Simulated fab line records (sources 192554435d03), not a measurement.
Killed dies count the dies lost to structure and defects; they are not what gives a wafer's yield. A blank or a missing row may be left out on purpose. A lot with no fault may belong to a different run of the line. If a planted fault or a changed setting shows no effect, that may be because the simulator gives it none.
fab line records    flow n5Finfet
record: lots: 24  wafers: 72  lastDay: 17
route steps=1938 shown PMOS_HMC_CHANNEL_EPI@65 FIN_SAQP@94
lots that met no fault: from a run of the same line without faults
startH: hours from the record's opening day to when the first of the lot's shown wafers began    waitH: hours elapsed since this lot's preceding step    " identical to the entry in the row above    L1.1+2: one row covering several wafers at once    - no value present, or no start provided    * or withheld: withheld    < > ~ a bound
route shown NAME@n: a module of which the file shows steps, and the number in the route of the first    usual: mean and standard deviation over wafers with no fault    same: alike in all rows    chamber/n: place in a boat    sites: the reading at each site    _std_site: standard deviation across them    _edge_site: inner sites' mean taken away from outer sites' mean    radiusMm: how far each site lies from the wafer's centre    mask NAME#n: copy n    behind: the most recent tool/chamber to have shaped the wafer    hold: reason for holding the lot/hours on hold/outcome of the hold    device: which transistor (n, p or np) failed to switch    end of line: tests of these same wafers at the route's end    a step with no rows: only its recipe    killed: the dies lost at the first sort to structure and to defects; this is not the yield of the wafer    map: the dies of a wafer, with x for killed, . for not killed, _ for no die there
set.NAME: the run value of the setting; set.NAME@STEP: its run value at that earlier step    model.NAME: the simulator's own value behind a step, which no gauge read
route steps across a sampled set of lots; one table per step, one row per wafer
services: a tool's chamber out of use, with start hour (startH, from the record's first day; less than 0 if before it), hours out, and reason
== steps ==
step: N5_PMOS_HMC_CHANNEL_EPI_CD_MEAS_09
recipe: targetCdNm: 237.4  landingEnergyEv: 500  detector: seInlens
usual: cdNm: 238.0/1.4
same: landingEnergyEv: 500
lot.wafer  tool      chamber  startH  waitH  cdNm
L074.2     cdSem-03  0        17.43   -      234.7
L074.3     "         0        "       "      235.9
L074.5     "         0        "       "      234.9
L075.1     cdSem-03  0        27.47   -      238.2
L075.4     "         0        "       "      237.3
L075.5     "         0        "       "      238.7
L076.2     cdSem-01  0        29.60   -      235.7
L076.3     "         0        "       "      236.8
L076.6     "         0        "       "      235.7
L077.2     cdSem-02  0        35.56   -      237.2
L077.5     "         0        "       "      236.2
L077.6     "         0        "       "      237.3
L078.2     cdSem-03  0        41.43   -      236.6
L078.4     "         0        "       "      237.8
L078.6     "         0        "       "      238.2
L079.1     cdSem-02  0        49.94   -      238.8
L079.2     "         0        "       "      240.5
L079.5     "         0        "       "      238.5
L080.3     cdSem-02  0        54.85   -      237.5
L080.5     "         0        "       "      238.8
L080.6     "         0        "       "      238.8
L081.2     cdSem-02  0        60.11   -      238.9
L081.3     "         0        "       "      239.7
L081.6     "         0        "       "      239.2
L082.1     cdSem-03  0        65.60   -      236.4
L082.3     "         0        "       "      236.6
L082.4     "         0        "       "      238.3
L083.2     cdSem-01  0        72.62   -      241.6
L083.3     "         0        "       "      239.2
L083.4     "         0        "       "      239.0
L084.4     cdSem-03  0        77.74   -      238.0
L084.5     "         0        "       "      237.9
L084.6     "         0        "       "      238.9
L085.2     cdSem-03  0        84.12   -      239.8
L085.3     "         0        "       "      237.4
L085.4     "         0        "       "      237.1
L086.1     cdSem-03  0        90.11   -      237.1
L086.3     "         0        "       "      235.4
L086.6     "         0        "       "      236.6
L087.3     cdSem-02  0        95.46   -      239.5
L087.4     "         0        "       "      239.1
L087.6     "         0        "       "      236.0
L088.1     cdSem-03  0        101.20  -      238.8
L088.5     "         0        "       "      236.5
L088.6     "         0        "       "      240.1
L089.2     cdSem-03  0        107.21  -      239.4
L089.3     "         0        "       "      237.2
L089.5     "         0        "       "      237.6
L090.2     cdSem-02  0        113.71  -      237.6
L090.5     "         0        "       "      237.9
L090.6     "         0        "       "      237.4
L091.1     cdSem-02  0        119.29  -      238.1
L091.4     "         0        "       "      239.2
L091.5     "         0        "       "      238.0
L092.4     cdSem-02  0        125.47  -      237.0
L092.5     "         0        "       "      239.3
L092.6     "         0        "       "      238.6
L093.1     cdSem-03  0        131.70  -      237.6
L093.4     "         0        "       "      239.7
L093.6     "         0        "       "      238.9
L094.1     cdSem-01  0        138.41  -      238.4
L094.4     "         0        "       "      238.3
L094.6     "         0        "       "      236.4
L095.3     cdSem-01  0        143.27  -      239.6
L095.4     "         0        "       "      238.0
L095.6     "         0        "       "      238.6
L096.1     cdSem-02  0        150.82  -      236.3
L096.2     "         0        "       "      239.8
L096.3     "         0        "       "      238.0
L097.2     cdSem-02  0        156.25  -      238.4
L097.3     "         0        "       "      238.3
L097.4     "         0        "       "      240.2
step: N5_PMOS_HMC_CHANNEL_EPI_DESCUM_14
recipe: chemistry: O2  timeS: 7.9  sourcePowerW: 50  biasPowerW: 20  pressureMtorr: 20  rfFrequencyHz: 2.712e+07  tempC: 40  resist: CAR-ArF-block  o2FlowSccm: 225
usual: drypumpMotorCurrentA: 5.7/0.46  oesProductAu: 0.78/0.087  rfVppV: 243.4/1.2  showerheadPlenumPTorr: 2.12/0.067  throttleValvePct: 20.54/0.21
lot.wafer  tool        chamber  startH  waitH  drypumpMotorCurrentA  oesProductAu  rfHoursCounterH  rfVppV  showerheadPlenumPTorr  throttleValvePct
L074.2     rieDiel-02  1        17.51   0.0    5.2                   0.74          162              244.8   2.15                   20.51
L074.3     "           2        "       "      5.5                   0.69          211              241.9   2.10                   20.33
L074.5     "           3        "       "      6.6                   0.78          -                242.6   2.14                   20.49
L075.1     rieDiel-02  3        27.72   0.2    6.6                   0.78          100              242.4   2.13                   20.48
L075.4     "           0        "       "      6.1                   0.94          7                243.8   2.11                   20.26
L075.5     "           1        "       "      5.2                   0.74          -                244.8   2.15                   20.53
L076.2     rieDiel-06  2        29.69   0.0    5.7                   0.91          17               245.2   2.25                   20.13
L076.3     "           3        "       "      6.6                   0.67          221              244.2   2.08                   20.91
L076.6     "           3        "       "      6.6                   0.66          -                243.1   2.08                   20.92
L077.2     rieDiel-01  1        35.65   0.0    6.0                   0.73          210              242.2   2.09                   20.78
L077.5     "           3        "       "      6.0                   0.87          -                242.6   2.05                   20.89
L077.6     "           2        "       "      5.6                   0.95          -                244.6   2.24                   20.60
L078.2     rieDiel-01  3        43.74   2.3    6.0                   0.86          75               241.9   2.04                   20.90
L078.4     "           2        "       "      5.6                   0.93          -                245.3   2.24                   20.60
L078.6     "           0        "       "      5.0                   0.74          -                241.5   2.09                   20.65
L079.1     rieDiel-01  1        50.68   0.7    6.0                   0.72          213              244.1   2.09                   20.79
L079.2     "           0        "       "      5.0                   0.73          166              243.0   2.09                   20.66
L079.5     "           1        "       "      5.9                   0.72          -                243.8   2.09                   20.76
L080.3     rieDiel-01  2        55.62   0.7    5.6                   0.91          12               245.6   2.24                   20.61
L080.5     "           1        "       "      5.9                   0.72          -                242.9   2.09                   20.78
L080.6     "           2        "       "      5.6                   0.91          -                246.1   2.24                   20.62
L081.2     rieDiel-06  3        60.27   0.1    6.6                   0.65          234              243.1   2.07                   20.92
L081.3     "           0        "       "      5.4                   0.80          107              243.8   2.13                   20.65
L081.6     "           2        "       "      5.6                   0.88          -                245.7   2.24                   20.14
L082.1     rieDiel-01  0        65.69   0.0    5.0                   0.73          173              241.8   2.09                   20.64
L082.3     "           2        "       "      5.6                   0.92          16               245.1   2.24                   20.60
L082.4     "           3        "       "      6.0                   0.86          86               243.2   2.04                   20.92
L083.2     rieDiel-06  0        72.83   0.2    5.4                   0.80          112              242.6   2.13                   20.64
L083.3     "           3        "       "      6.6                   0.65          238              242.8   2.07                   20.95
L083.4     "           1        "       "      5.5                   0.73          149              241.3   2.00                   20.48
L084.4     rieDiel-06  1        77.82   0.0    5.5                   0.72          151              242.2   2.00                   20.47
L084.5     "           2        "       "      5.7                   0.87          -                244.1   2.24                   20.17
L084.6     "           1        "       "      5.5                   0.73          -                242.1   2.00                   20.47
L085.2     rieDiel-01  3        84.89   0.7    6.0                   0.84          92               242.3   2.04                   20.93
L085.3     "           2        "       "      5.7                   0.88          22               244.0   2.23                   20.64
L085.4     "           1        "       "      6.0                   0.71          226              242.3   2.09                   20.81
L086.1     rieDiel-06  2        90.20   0.0    5.7                   0.87          41               244.4   2.24                   20.16
L086.3     "           3        "       "      6.6                   0.65          244              242.6   2.07                   20.94
L086.6     "           0        "       "      5.4                   0.79          -                242.9   2.12                   20.66
L087.3     rieDiel-02  3        95.55   0.0    6.6                   0.76          112              244.6   2.13                   20.52
L087.4     "           1        "       "      5.2                   0.72          177              245.4   2.15                   20.52
L087.6     "           0        "       "      6.1                   0.90          -                243.5   2.11                   20.28
L088.1     rieDiel-02  1        101.41  0.2    5.2                   0.72          179              245.1   2.15                   20.53
L088.5     "           1        "       "      5.2                   0.72          -                243.0   2.15                   20.54
L088.6     "           0        "       "      6.1                   0.90          -                243.9   2.11                   20.27
L089.2     rieDiel-02  3        107.29  0.0    6.6                   0.77          115              244.0   2.13                   20.50
L089.3     "           0        "       "      6.1                   0.90          23               243.4   2.11                   20.29
L089.5     "           1        "       "      5.2                   0.72          -                243.9   2.14                   20.52
L090.2     rieDiel-01  2        113.80  0.0    5.6                   0.86          30               244.6   2.23                   20.64
L090.5     "           1        "       "      5.9                   0.71          -                243.9   2.09                   20.82
L090.6     "           2        "       "      5.6                   0.86          -                244.6   2.23                   20.64
L091.1     rieDiel-06  2        119.38  0.0    5.7                   0.86          49               244.2   2.23                   20.18
L091.4     "           0        "       "      5.4                   0.79          -                242.5   2.12                   20.66
L091.5     "           1        "       "      5.5                   0.72          -                242.1   2.00                   20.49
L092.4     rieDiel-02  2        125.55  0.0    5.6                   0.68          236              242.3   2.09                   20.37
L092.5     "           0        "       "      6.1                   0.89          -                244.0   2.11                   20.30
L092.6     "           3        "       "      6.6                   0.75          -                242.9   2.13                   20.53
L093.1     rieDiel-02  3        131.79  0.0    6.6                   0.75          124              242.1   2.13                   20.53
L093.4     "           2        "       "      5.6                   0.67          238              243.1   2.09                   20.37
L093.6     "           2        "       "      5.5                   0.67          -                241.2   2.09                   20.38
L094.1     rieDiel-02  2        138.50  0.0    5.5                   0.67          240              241.8   2.09                   20.39
L094.4     "           1        "       "      5.2                   0.71          192              242.8   2.14                   20.54
L094.6     "           0        "       "      6.1                   0.88          -                244.4   2.10                   20.29
L095.3     rieDiel-02  0        143.36  0.0    6.1                   0.88          35               243.0   2.10                   20.29
L095.4     "           1        "       "      5.2                   0.71          193              245.1   2.14                   20.57
L095.6     "           1        "       "      5.2                   0.71          -                244.0   2.14                   20.54
L096.1     rieDiel-06  0        150.96  0.1    5.4                   0.77          136              243.9   2.12                   20.69
L096.2     "           2        "       "      5.7                   0.85          61               244.4   2.23                   20.20
L096.3     "           1        "       "      5.5                   0.71          174              242.0   1.99                   20.50
L097.2     rieDiel-02  2        156.34  0.0    5.6                   0.67          245              243.2   2.08                   20.39
L097.3     "           3        "       "      6.6                   0.75          131              242.0   2.12                   20.52
L097.4     "           0        "       "      6.1                   0.87          39               243.8   2.10                   20.31
step: N5_PMOS_HMC_CHANNEL_EPI_ETCH_38
recipe: chemistry: CF4  target: SiO2  targetDepthA: 15  ionEnergyEv: 350  pressureMtorr: 10  icpW: 800  biasW: 400  cf4FlowSccm: 80
usual: drypumpMotorCurrentA: 5.8/0.47  oesProductAu: 0.999/0.028  throttleValvePct: 21.83/0.22
lot.wafer  tool      chamber  startH  waitH  drypumpMotorCurrentA  oesProductAu  rfHoursCounterH  throttleValvePct
L074.2     rieSi-05  1        17.95   0.0    5.0                   0.978         1                21.80
L074.3     "         0        "       "      6.0                   1.024         2                21.95
L074.5     "         2        "       "      5.8                   0.954         -                22.01
L075.1     rieSi-04  2        28.15   0.0    4.9                   1.001         129              21.91
L075.4     "         3        "       "      6.5                   1.003         60               21.97
L075.5     "         1        "       "      6.3                   1.050         -                22.20
L076.2     rieSi-03  3        30.12   0.0    6.1                   1.016         37               21.43
L076.3     "         1        "       "      5.8                   1.025         136              21.86
L076.6     "         0        "       "      5.5                   1.011         -                21.93
L077.2     rieSi-04  1        36.08   0.0    6.3                   1.041         153              22.21
L077.5     "         1        "       "      6.3                   1.042         -                22.21
L077.6     "         2        "       "      4.9                   0.993         -                21.90
L078.2     rieSi-04  3        44.17   0.0    6.5                   0.995         60               21.97
L078.4     "         1        "       "      6.3                   1.034         153              22.21
L078.6     "         1        "       "      6.3                   1.025         -                22.21
L079.1     rieSi-04  3        51.12   0.0    6.5                   1.000         60               21.97
L079.2     "         0        "       "      5.5                   1.005         77               21.83
L079.5     "         2        "       "      4.9                   0.982         -                21.89
L080.3     rieSi-05  3        56.06   0.0    6.3                   0.975         47               21.38
L080.5     "         0        "       "      6.0                   1.033         -                21.96
L080.6     "         1        "       "      5.0                   0.999         -                21.80
L081.2     rieSi-03  3        60.72   0.0    6.2                   1.016         37               21.44
L081.3     "         0        "       "      5.5                   1.004         199              21.94
L081.6     "         0        "       "      5.5                   1.000         -                21.93
L082.1     rieSi-03  3        66.14   0.0    6.2                   1.032         37               21.45
L082.3     "         1        "       "      5.9                   1.032         137              21.87
L082.4     "         2        "       "      5.8                   0.967         174              21.74
L083.2     rieSi-04  2        73.29   0.0    4.8                   0.986         130              21.88
L083.3     "         3        "       "      6.5                   0.998         61               21.99
L083.4     "         0        "       "      5.6                   1.006         77               21.83
L084.4     rieSi-03  3        78.26   0.0    6.1                   1.016         38               21.44
L084.5     "         0        "       "      5.5                   1.010         -                21.94
L084.6     "         1        "       "      5.9                   1.026         -                21.87
L085.2     rieSi-03  3        85.33   0.0    6.1                   1.004         38               21.44
L085.3     "         0        "       "      5.6                   0.997         199              21.92
L085.4     "         2        "       "      5.8                   0.963         174              21.76
L086.1     rieSi-04  1        90.63   0.0    6.3                   1.023         154              22.19
L086.3     "         0        "       "      5.5                   0.991         77               21.80
L086.6     "         1        "       "      6.3                   1.041         -                22.20
L087.3     rieSi-05  1        95.99   0.0    5.0                   0.980         2                21.81
L087.4     "         2        "       "      5.8                   0.946         132              22.01
L087.6     "         0        "       "      6.0                   1.021         -                21.96
L088.1     rieSi-03  3        101.85  0.0    6.1                   1.017         38               21.43
L088.5     "         1        "       "      5.9                   1.032         -                21.85
L088.6     "         3        "       "      6.1                   1.015         -                21.42
L089.2     rieSi-05  3        107.73  0.0    6.3                   0.982         47               21.38
L089.3     "         2        "       "      5.8                   0.966         132              22.02
L089.5     "         1        "       "      5.1                   0.983         -                21.79
L090.2     rieSi-05  3        114.24  0.0    6.4                   0.974         48               21.38
L090.5     "         0        "       "      6.0                   1.030         -                21.95
L090.6     "         3        "       "      6.4                   0.974         -                21.39
L091.1     rieSi-03  2        119.81  0.0    5.8                   0.973         175              21.77
L091.4     "         3        "       "      6.2                   1.013         38               21.44
L091.5     "         0        "       "      5.5                   0.925         -                21.95
L092.4     rieSi-05  2        126.02  0.0    5.8                   0.962         133              22.03
L092.5     "         0        "       "      6.0                   1.024         -                21.96
L092.6     "         3        "       "      6.3                   0.974         -                21.38
L093.1     rieSi-03  0        132.23  0.0    5.5                   0.921         0                21.91
L093.4     "         3        "       "      6.2                   1.017         39               21.44
L093.6     "         0        "       "      5.5                   0.932         -                21.92
L094.1     rieSi-04  3        138.96  0.0    6.5                   0.990         62               21.97
L094.4     "         0        "       "      5.5                   1.005         78               21.81
L094.6     "         0        "       "      5.5                   1.001         -                21.82
L095.3     rieSi-03  2        144.00  0.0    5.8                   0.986         175              21.76
L095.4     "         3        "       "      6.1                   1.018         39               21.44
L095.6     "         2        "       "      5.9                   0.987         -                21.77
L096.1     rieSi-03  0        151.39  0.0    5.5                   0.927         1                21.93
L096.2     "         2        "       "      5.8                   0.982         176              21.77
L096.3     "         1        "       "      5.9                   1.025         139              21.86
L097.2     rieSi-04  3        156.78  0.0    6.5                   0.988         62               21.97
L097.3     "         0        "       "      5.5                   0.989         79               21.80
L097.4     "         1        "       "      6.3                   1.034         156              22.18
step: N5_PMOS_HMC_CHANNEL_EPI_INSPECT_30
recipe: inspectInstrument: darkfield  mode: postEpi
usual: rawDefectCount: 20/5.9
lot.wafer  tool              chamber  startH  waitH  rawDefectCount
L074.2     defectInspect-02  -        20.35   0.0    16
L074.3     "                 -        "       "      27
L074.5     "                 -        "       "      21
L075.1     defectInspect-01  -        30.55   0.0    23
L075.4     "                 -        "       "      19
L075.5     "                 -        "       "      18
L076.2     defectInspect-01  -        32.93   0.0    18
L076.3     "                 -        "       "      23
L076.6     "                 -        "       "      16
L077.2     defectInspect-01  -        38.79   0.0    22
L077.5     "                 -        "       "      20
L077.6     "                 -        "       "      19
L078.2     defectInspect-02  -        46.57   0.0    17
L078.4     "                 -        "       "      10
L078.6     "                 -        "       "      15
L079.1     defectInspect-02  -        53.65   0.0    20
L079.2     "                 -        "       "      14
L079.5     "                 -        "       "      18
L080.3     defectInspect-01  -        58.87   0.0    11
L080.5     "                 -        "       "      24
L080.6     "                 -        "       "      30
L081.2     defectInspect-01  -        63.14   0.0    24
L081.3     "                 -        "       "      18
L081.6     "                 -        "       "      20
L082.1     defectInspect-02  -        68.85   0.0    16
L082.3     "                 -        "       "      16
L082.4     "                 -        "       "      17
L083.2     defectInspect-02  -        75.82   0.0    24
L083.3     "                 -        "       "      34
L083.4     "                 -        "       "      18
L084.4     defectInspect-01  -        81.87   0.3    19
L084.5     "                 -        "       "      12
L084.6     "                 -        "       "      11
L085.2     defectInspect-01  -        88.28   0.0    17
L085.3     "                 -        "       "      25
L085.4     "                 -        "       "      23
L086.1     defectInspect-02  -        94.06   0.0    23
L086.3     "                 -        "       "      17
L086.6     "                 -        "       "      34
L087.3     defectInspect-01  -        98.80   0.0    25
L087.4     "                 -        "       "      13
L087.6     "                 -        "       "      21
L088.1     defectInspect-02  -        104.55  0.0    31
L088.5     "                 -        "       "      17
L088.6     "                 -        "       "      18
L089.2     defectInspect-02  -        110.43  0.0    12
L089.3     "                 -        "       "      20
L089.5     "                 -        "       "      18
L090.2     defectInspect-01  -        116.64  0.0    19
L090.5     "                 -        "       "      15
L090.6     "                 -        "       "      13
L091.1     defectInspect-02  -        122.52  0.0    14
L091.4     "                 -        "       "      27
L091.5     "                 -        "       "      16
L092.4     defectInspect-01  -        128.78  0.0    11
L092.5     "                 -        "       "      21
L092.6     "                 -        "       "      23
L093.1     defectInspect-01  -        134.64  0.0    23
L093.4     "                 -        "       "      25
L093.6     "                 -        "       "      29
L094.1     defectInspect-01  -        142.33  0.0    15
L094.4     "                 -        "       "      14
L094.6     "                 -        "       "      11
L095.3     defectInspect-02  -        146.85  0.0    25
L095.4     "                 -        "       "      18
L095.6     "                 -        "       "      18
L096.1     defectInspect-02  -        154.19  0.0    17
L096.2     "                 -        "       "      16
L096.3     "                 -        "       "      15
L097.2     defectInspect-02  -        159.33  0.0    21
L097.3     "                 -        "       "      30
L097.4     "                 -        "       "      24
step: N5_FIN_SAQP_ALD_61
recipe: material: SiO2  targetThkA: 40  tempC: 300  aldPrecursorFamily: BDEAS  aldCoReactant: O2-plasma  pulseTimeS: 1  purgeTimeS: 2  coReactantPurgeTimeS: 2  aldCycles: 43  pressureTorr: 2
usual: heaterPowerW: 479/48  precursorPulseHeightRel: 0.999/0.02
same: pulseTimeS: 1
lot.wafer  tool       chamber  startH  waitH  heaterPowerW  precursorPulseHeightRel
L074.2     aldSin-03  0        20.47   0.0    442           1.001
L074.3     "          1        "       "      502           0.962
L074.5     "          0        "       "      433           0.972
L075.1     aldSin-02  2        30.68   0.0    438           0.997
L075.4     "          0        "       "      456           1.046
L075.5     "          3        "       "      544           0.981
L076.2     aldSin-02  2        33.05   0.0    434           1.000
L076.3     "          1        "       "      475           1.000
L076.6     "          1        "       "      472           1.029
L077.2     aldSin-04  0        40.24   1.4    409           0.990
L077.5     "          1        "       "      579           0.976
L077.6     "          2        "       "      481           1.009
L078.2     aldSin-04  0        46.70   0.0    397           1.005
L078.4     "          1        "       "      585           1.000
L078.6     "          0        "       "      398           1.014
L079.1     aldSin-03  0        56.08   2.3    438           0.974
L079.2     "          1        "       "      509           1.018
L079.5     "          2        "       "      487           1.029
L080.3     aldSin-04  0        60.70   1.7    399           0.997
L080.5     "          3        "       "      463           0.988
L080.6     "          0        "       "      406           0.982
L081.2     aldSin-04  2        64.03   0.8    480           0.995
L081.3     "          1        "       "      571           0.971
L081.6     "          3        "       "      475           1.028
L082.1     aldSin-04  3        69.15   0.2    460           1.010
L082.3     "          0        "       "      399           1.011
L082.4     "          1        "       "      570           0.985
L083.2     aldSin-04  1        75.95   0.0    589           0.987
L083.3     "          3        "       "      466           0.992
L083.4     "          3        "       "      460           0.978
L084.4     aldSin-03  1        81.99   0.0    502           1.012
L084.5     "          1        "       "      521           0.993
L084.6     "          2        "       "      485           1.013
L085.2     aldSin-03  0        88.90   0.5    427           1.031
L085.3     "          3        "       "      464           0.977
L085.4     "          2        "       "      491           0.989
L086.1     aldSin-04  1        94.76   0.6    573           1.019
L086.3     "          2        "       "      483           1.016
L086.6     "          0        "       "      410           1.000
L087.3     aldSin-03  3        99.33   0.4    480           0.997
L087.4     "          2        "       "      503           0.990
L087.6     "          2        "       "      496           1.013
L088.1     aldSin-02  0        104.68  0.0    446           0.968
L088.5     "          3        "       "      503           0.997
L088.6     "          2        "       "      455           0.995
L089.2     aldSin-03  1        110.55  0.0    505           0.983
L089.3     "          3        "       "      467           0.976
L089.5     "          0        "       "      437           0.989
L090.2     aldSin-04  0        116.76  0.0    397           1.015
L090.5     "          3        "       "      464           0.995
L090.6     "          0        "       "      399           0.957
L091.1     aldSin-04  3        122.71  0.1    475           1.006
L091.4     "          0        "       "      398           0.995
L091.5     "          2        "       "      487           0.977
L092.4     aldSin-04  0        128.90  0.0    400           0.985
L092.5     "          0        "       "      405           1.001
L092.6     "          1        "       "      569           1.044
L093.1     aldSin-03  1        134.77  0.0    494           1.020
L093.4     "          0        "       "      435           0.994
L093.6     "          3        "       "      478           0.970
L094.1     aldSin-02  2        142.64  0.2    447           0.996
L094.4     "          0        "       "      441           0.974
L094.6     "          3        "       "      514           1.011
L095.3     aldSin-03  2        147.28  0.3    483           1.000
L095.4     "          3        "       "      469           1.023
L095.6     "          3        "       "      477           0.980
L096.1     aldSin-03  1        154.31  0.0    519           1.002
L096.2     "          3        "       "      474           0.958
L096.3     "          0        "       "      445           0.978
L097.2     aldSin-03  0        159.54  0.1    425           0.972
L097.3     "          2        "       "      485           1.001
L097.4     "          1        "       "      485           1.004
step: N5_FIN_SAQP_CD_MEAS_16
recipe: targetCdNm: 35.6  landingEnergyEv: 500  detector: seInlens
usual: cdNm: 35.5/0.42
same: landingEnergyEv: 500
lot.wafer  tool      chamber  startH  waitH  cdNm
L074.2     cdSem-02  0        21.83   -      36.2
L074.3     "         0        "       "      36.1
L074.5     "         0        "       "      35.9
L075.1     cdSem-01  0        31.88   -      36.0
L075.4     "         0        "       "      36.1
L075.5     "         0        "       "      35.8
L076.2     cdSem-01  0        34.28   -      35.7
L076.3     "         0        "       "      35.7
L076.6     "         0        "       "      35.3
L077.2     cdSem-01  0        41.48   -      35.5
L077.5     "         0        "       "      35.9
L077.6     "         0        "       "      35.6
L078.2     cdSem-01  0        47.78   -      36.1
L078.4     "         0        "       "      35.6
L078.6     "         0        "       "      35.5
L079.1     cdSem-03  0        57.15   -      35.3
L079.2     "         0        "       "      35.8
L079.5     "         0        "       "      34.8
L080.3     cdSem-03  0        61.92   -      35.1
L080.5     "         0        "       "      35.6
L080.6     "         0        "       "      34.6
L081.2     cdSem-03  0        65.28   -      35.0
L081.3     "         0        "       "      34.9
L081.6     "         0        "       "      35.2
L082.1     cdSem-02  0        70.36   -      35.4
L082.3     "         0        "       "      35.7
L082.4     "         0        "       "      36.1
L083.2     cdSem-03  0        77.02   -      35.2
L083.3     "         0        "       "      35.9
L083.4     "         0        "       "      35.7
L084.4     cdSem-01  0        83.12   -      35.4
L084.5     "         0        "       "      35.1
L084.6     "         0        "       "      35.5
L085.2     cdSem-02  0        89.98   -      35.7
L085.3     "         0        "       "      35.5
L085.4     "         0        "       "      35.1
L086.1     cdSem-03  0        95.83   -      36.0
L086.3     "         0        "       "      35.1
L086.6     "         0        "       "      35.3
L087.3     cdSem-02  0        100.49  -      35.2
L087.4     "         0        "       "      35.0
L087.6     "         0        "       "      34.5
L088.1     cdSem-02  0        105.76  -      36.4
L088.5     "         0        "       "      35.8
L088.6     "         0        "       "      36.0
L089.2     cdSem-03  0        111.75  -      35.9
L089.3     "         0        "       "      36.0
L089.5     "         0        "       "      35.9
L090.2     cdSem-03  0        117.96  -      35.6
L090.5     "         0        "       "      35.0
L090.6     "         0        "       "      35.9
L091.1     cdSem-03  0        123.85  -      35.6
L091.4     "         0        "       "      36.0
L091.5     "         0        "       "      35.4
L092.4     cdSem-02  0        130.17  -      35.6
L092.5     "         0        "       "      35.5
L092.6     "         0        "       "      35.4
L093.1     cdSem-02  0        135.97  -      35.2
L093.4     "         0        "       "      35.6
L093.6     "         0        "       "      34.5
L094.1     cdSem-03  0        143.73  -      34.9
L094.4     "         0        "       "      35.0
L094.6     "         0        "       "      36.0
L095.3     cdSem-02  0        148.37  -      35.2
L095.4     "         0        "       "      35.4
L095.6     "         0        "       "      35.7
L096.1     cdSem-01  0        155.42  -      35.9
L096.2     "         0        "       "      35.4
L096.3     "         0        "       "      34.9
L097.2     cdSem-01  0        160.74  -      35.9
L097.3     "         0        "       "      35.4
L097.4     "         0        "       "      35.4
== services ==
tool        chamber  startH  hours  kind
rieDiel-06  2        1.77    4.1    repair
rieSi-04    -        2.48    0.7    repair
rieSi-04    1        6.47    5.0    repair
rieDiel-02  1        7.80    2.8    repair
rieDiel-01  2        10.87   -      clean
rieDiel-01  2        10.87   -      consumableReplace:focusRing
rieDiel-01  2        10.87   -      consumableReplace:showerhead
rieDiel-02  3        10.91   4.9    repair
rieDiel-06  3        21.36   7.5    repair
rieDiel-02  -        40.08   28.1   pm
rieSi-04    -        44.51   0.1    repair
aldSin-04   2        45.18   4.7    repair
aldSin-02   -        51.55   14.6   pm
aldSin-03   1        59.28   4.6    repair
rieSi-04    -        64.57   0.2    repair
aldSin-04   0        71.47   8.2    repair
rieSi-04    1        78.21   1.3    repair
aldSin-02   -        85.59   14.0   pm
rieSi-03    0        89.60   -      clean
rieSi-03    0        89.60   16.7   scheduledDown
rieSi-03    0        89.60   16.7   ventCycle
rieDiel-02  1        90.27   3.2    repair
rieDiel-02  2        97.27   4.2    repair
rieDiel-01  1        128.11  2.4    repair
== key ==
fault none
